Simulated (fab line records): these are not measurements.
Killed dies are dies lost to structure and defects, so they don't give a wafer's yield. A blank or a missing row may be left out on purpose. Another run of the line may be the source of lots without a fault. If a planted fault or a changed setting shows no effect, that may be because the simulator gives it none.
Chamber matching    flow nand harc    4 sister chambers for NHARC_P_CONTACT_CMP_24 on cmp-01
The step polishes, t overpolish 30 s, target thk 200 nm. 8 wafers are shown with their chamber, then 12 later ones without.

## WAFERS, EACH WITH ITS CHAMBER
wafer   chamber  motor current A (A)  time to endpoint s (s)
L082.3  0        13.8                 42
L082.5  0        14.2                 41
L088.1  2        14.1                 45
L088.2  3        11.4                 48
L088.4  1        10.7                 39
L089.1  1        10.2                 42
L089.2  3        11.0                 51
L089.5  2        14.4                 42

## WAFERS WHOSE CHAMBER IS MISSING
wafer   motor current A (A)  time to endpoint s (s)
L090.2  13.7                 42
L090.3  11.1                 50
L090.4  15.0                 46
L091.1  14.3                 37
L091.2  10.7                 42
L091.6  10.1                 39
L094.2  15.0                 43
L094.3  9.9                  38
L094.4  11.8                 49
L096.1  11.7                 46
L096.3  10.2                 39
L096.4  14.0                 41

## WHICH CHAMBER EACH WENT THROUGH
wafer   from the rows above      in truth
L090.2  can't be placed: 0 or 2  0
L090.3  3                        3
L090.4  can't be placed: 2 or 0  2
L091.1  can't be placed: 0 or 2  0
L091.2  1                        1
L091.6  1                        1
L094.2  can't be placed: 2 or 0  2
L094.3  1                        1
L094.4  3                        3
L096.1  3                        3
L096.3  1                        1
L096.4  can't be placed: 0 or 2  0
Correctly placed: 7 of 12. From these rows, 5 cannot be placed; in 5 the true chamber is one of the candidates. Placed wrongly: 0.
How it was worked out, from the rows above alone: a wafer's distance from a chamber is the root of the sum, over the readings, of the square of ((its reading less the chamber's mean) divided by the reading's scatter). If the next closest chamber is less than 2 further off than the closest, the wafer can't be placed; otherwise it belongs to the closest. Each chamber's mean is taken over the wafers shown for it. The scatter is the square root of a quotient: the sum, over the shown wafers, of each reading's squared deviation from its chamber's mean, divided by wafers minus chambers.
